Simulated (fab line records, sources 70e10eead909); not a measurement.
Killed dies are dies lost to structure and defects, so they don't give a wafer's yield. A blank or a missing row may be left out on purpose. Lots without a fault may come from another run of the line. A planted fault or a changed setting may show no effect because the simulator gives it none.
Chamber matching | flow nand_harc | NHARC_P_BONDPAD_ACTIVATE_29 on rie_diel-11: 4 sister chambers
The step chemistry N2, time 60 s. 4 wafers are shown with their chamber, then 8 later ones without.

WAFERS WITH THEIR CHAMBER
wafer  | chamber | showerhead_plenum_p_Torr (Torr)
L083.2 | 1       | 1.88
L083.3 | 0       | 1.71
L090.5 | 3       | 1.71
L092.1 | 2       | 1.75

WAFERS WITHOUT THEIR CHAMBER
wafer  | showerhead_plenum_p_Torr (Torr)
L092.4 | 1.87
L092.5 | 1.71
L095.4 | 1.70
L095.5 | 1.71
L095.6 | 1.76
L096.2 | 1.87
L096.4 | 1.71
L096.5 | 1.87

WHICH CHAMBER EACH WENT THROUGH
wafer  | from the rows above     | in truth
L092.4 | 1                       | 1
L092.5 | can't be placed: 0 or 3 | 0
L095.4 | can't be placed: 0 or 3 | 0
L095.5 | can't be placed: 0 or 3 | 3
L095.6 | 2                       | 2
L096.2 | 1                       | 1
L096.4 | can't be placed: 0 or 3 | 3
L096.5 | 1                       | 1
Placed correctly: 4 of 8. Can't be placed from these rows: 4 (the true chamber is among the candidates in 4). Placed wrongly: 0.
How it was worked out, from the rows above alone: a wafer's distance from a chamber is the root of the sum, over the readings, of the square of ((its reading less the chamber's mean) divided by the reading's scatter). The wafer belongs to the nearest chamber; if the next one is less than 2 further off, it can't be placed. A chamber's mean is the mean of its shown wafers. The scatter: with one shown wafer a chamber, the root of the mean of the squares of how far each hidden wafer lies from its nearest shown one.
